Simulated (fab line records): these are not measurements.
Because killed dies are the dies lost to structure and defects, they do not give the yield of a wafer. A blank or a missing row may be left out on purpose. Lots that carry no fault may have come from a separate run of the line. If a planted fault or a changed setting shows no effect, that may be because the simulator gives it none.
Check of tool commonality :: flow nand-harc :: Sampled: 11 lots, 33 wafers

REASON FOR OPENING
On 2 of the 11 lots, a flag is raised at NHARC_P_STI_CD_MEAS_09 on the reading cd-nm. Fault-free wafers read 200.4 nm, with a standard deviation of 2.
Rule: a lot gets a flag if all its wafers with a number sit over 4 standard deviations from that mean, or if no wafer of it has a number. All remaining lots are regarded as sound.

lot: L638
measured: day 2 13:40
on: cd-sem-01
cd-nm (nm), wafer by wafer: 201.7 203.7 203.3
flag: 

lot: L640
measured: day 2 23:02
on: cd-sem-02
cd-nm (nm), wafer by wafer: 196.3 196.7 199.1
flag: 

lot: L641
measured: day 3 06:29
on: cd-sem-03
cd-nm (nm), wafer by wafer: 200.4 202.9 198.7
flag: 

lot: L643
measured: day 3 13:52
on: cd-sem-03
cd-nm (nm), wafer by wafer: 201.5 199.6 198.3
flag: 

lot: L642
measured: day 3 14:02
on: cd-sem-01
cd-nm (nm), wafer by wafer: 196.2 197.9 200.2
flag: 

lot: L645
measured: day 4 04:42
on: cd-sem-03
cd-nm (nm), wafer by wafer: 198.6 199.2 196.8
flag: 

lot: L646
measured: day 4 12:03
on: cd-sem-02
cd-nm (nm), wafer by wafer: 162.1 160.6 157.2
flag: FLAGGED

lot: L649
measured: day 5 05:16
on: cd-sem-02
cd-nm (nm), wafer by wafer: 171.0 169.9 172.2
flag: FLAGGED

lot: L652
measured: day 6 00:33
on: cd-sem-02
cd-nm (nm), wafer by wafer: 197.9 200.5 199.1
flag: 

lot: L656
measured: day 6 23:56
on: cd-sem-01
cd-nm (nm), wafer by wafer: 203.9 198.8 202.1
flag: 

lot: L658
measured: day 7 15:17
on: cd-sem-03
cd-nm (nm), wafer by wafer: 199.4 202.4 201.1
flag: 
The mean of the flagged lots' numbers is 165.5 nm, -34.9 nm from the usual (-17 standard deviations).

EACH LOT AND THE TOOL IT RAN ON
The record holds 2 process steps before the reading, out of a route of 1159 steps. Each cell gives the tool, then ch followed by the chambers the sampled wafers passed through, then the start.
lot: L638
flag: 
NHARC_P_ZERO_WELL_ETCH_65: rie-diel-07 ch 1,2,3, day 1 13:22
NHARC_P_STI_EXPOSE_06: krf-scanner-01 ch 0, day 2 13:31

lot: L640
flag: 
NHARC_P_ZERO_WELL_ETCH_65: rie-diel-05 ch 1,2,3, day 2 01:22
NHARC_P_STI_EXPOSE_06: krf-scanner-01 ch 0, day 2 22:53

lot: L641
flag: 
NHARC_P_ZERO_WELL_ETCH_65: rie-diel-07 ch 0,1,2, day 2 07:29
NHARC_P_STI_EXPOSE_06: krf-scanner-03 ch 0, day 3 06:20

lot: L643
flag: 
NHARC_P_ZERO_WELL_ETCH_65: rie-diel-07 ch 0,2, day 2 19:31
NHARC_P_STI_EXPOSE_06: krf-scanner-03 ch 0, day 3 13:43

lot: L642
flag: 
NHARC_P_ZERO_WELL_ETCH_65: rie-diel-05 ch 0,1,2, day 2 13:29
NHARC_P_STI_EXPOSE_06: krf-scanner-02 ch 0, day 3 13:53

lot: L645
flag: 
NHARC_P_ZERO_WELL_ETCH_65: rie-diel-05 ch 1,2,3, day 3 07:29
NHARC_P_STI_EXPOSE_06: krf-scanner-01 ch 0, day 4 04:33

lot: L646
flag: FLAGGED
NHARC_P_ZERO_WELL_ETCH_65: rie-diel-07 ch 0,1, day 3 13:29
NHARC_P_STI_EXPOSE_06: krf-scanner-01 ch 0, day 4 11:54

lot: L649
flag: FLAGGED
NHARC_P_ZERO_WELL_ETCH_65: rie-diel-05 ch 0,1,3, day 4 07:43
NHARC_P_STI_EXPOSE_06: krf-scanner-01 ch 0, day 5 05:08

lot: L652
flag: 
NHARC_P_ZERO_WELL_ETCH_65: rie-diel-07 ch 1,2,3, day 5 01:58
NHARC_P_STI_EXPOSE_06: krf-scanner-02 ch 0, day 6 00:25

lot: L656
flag: 
NHARC_P_ZERO_WELL_ETCH_65: rie-diel-13 ch 0,2, day 6 01:25
NHARC_P_STI_EXPOSE_06: krf-scanner-03 ch 0, day 6 23:47

lot: L658
flag: 
NHARC_P_ZERO_WELL_ETCH_65: rie-diel-13 ch 0,2,3, day 6 13:29
NHARC_P_STI_EXPOSE_06: krf-scanner-02 ch 0, day 7 15:09
These steps, and what they do:
- NHARC_P_ZERO_WELL_ETCH_65: etches the open film in N2/H2, target depth 80 nm, overetch 24 nm, time 87.88 s.
- NHARC_P_STI_EXPOSE_06: exposes mask P STI, target cd 200 nm.
- NHARC_P_STI_CD_MEAS_09: target cd 200 nm.

FLAGGED AGAINST TOTAL, ONE TOOL AT A TIME (gauges that did the reading follow at the end)
step: NHARC_P_ZERO_WELL_ETCH_65
tool: rie-diel-05
lots run: 4
flagged: 1
share of the flagged lots: some
sound lots run after its first flagged lot: 0

step: NHARC_P_ZERO_WELL_ETCH_65
tool: rie-diel-07
lots run: 5
flagged: 1
share of the flagged lots: some
sound lots run after its first flagged lot: 1 (L652)

step: NHARC_P_ZERO_WELL_ETCH_65
tool: rie-diel-13
lots run: 2
flagged: 0
share of the flagged lots: none
sound lots run after its first flagged lot: -

step: NHARC_P_STI_EXPOSE_06
tool: krf-scanner-01
lots run: 5
flagged: 2
share of the flagged lots: all
sound lots run after its first flagged lot: 0

step: NHARC_P_STI_EXPOSE_06
tool: krf-scanner-02
lots run: 3
flagged: 0
share of the flagged lots: none
sound lots run after its first flagged lot: -

step: NHARC_P_STI_EXPOSE_06
tool: krf-scanner-03
lots run: 3
flagged: 0
share of the flagged lots: none
sound lots run after its first flagged lot: -

step: NHARC_P_STI_CD_MEAS_09
tool: cd-sem-01
lots run: 3
flagged: 0
share of the flagged lots: none
sound lots run after its first flagged lot: -

step: NHARC_P_STI_CD_MEAS_09
tool: cd-sem-02
lots run: 4
flagged: 2
share of the flagged lots: all
sound lots run after its first flagged lot: 1 (L652)

step: NHARC_P_STI_CD_MEAS_09
tool: cd-sem-03
lots run: 4
flagged: 0
share of the flagged lots: none
sound lots run after its first flagged lot: -

WHAT THE TABLE PERMITS
krf-scanner-01 at NHARC_P_STI_EXPOSE_06 and cd-sem-02 at NHARC_P_STI_CD_MEAS_09 are the 2 rows of the table that ran each flagged lot.
- krf-scanner-01 at NHARC_P_STI_EXPOSE_06: 2 of its 5 lots flagged. A fault beginning between L645 (day 4 04:33), its last sound lot, and L646 (day 4 11:54), its first flagged one, fits the data. Its own readings lie more than 4 standard deviations out on every wafer of the flagged lots: exposure-dose-mJ-cm2.
- cd-sem-02 at NHARC_P_STI_CD_MEAS_09: 2 of its 4 lots flagged. Sound lots ran on it after the first flagged one (L652), which a lasting fault on the whole tool wouldn't allow.
Just one tool remains: krf-scanner-01 at NHARC_P_STI_EXPOSE_06.

WHAT THE SIMULATOR PUT IN
Process parameter drift: krf-scanner-01, from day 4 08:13 on, at NHARC_P_STI_EXPOSE_06. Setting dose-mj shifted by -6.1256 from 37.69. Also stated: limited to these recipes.
Lots struck among those shown: L646, L649. The rule above reached the same finding.
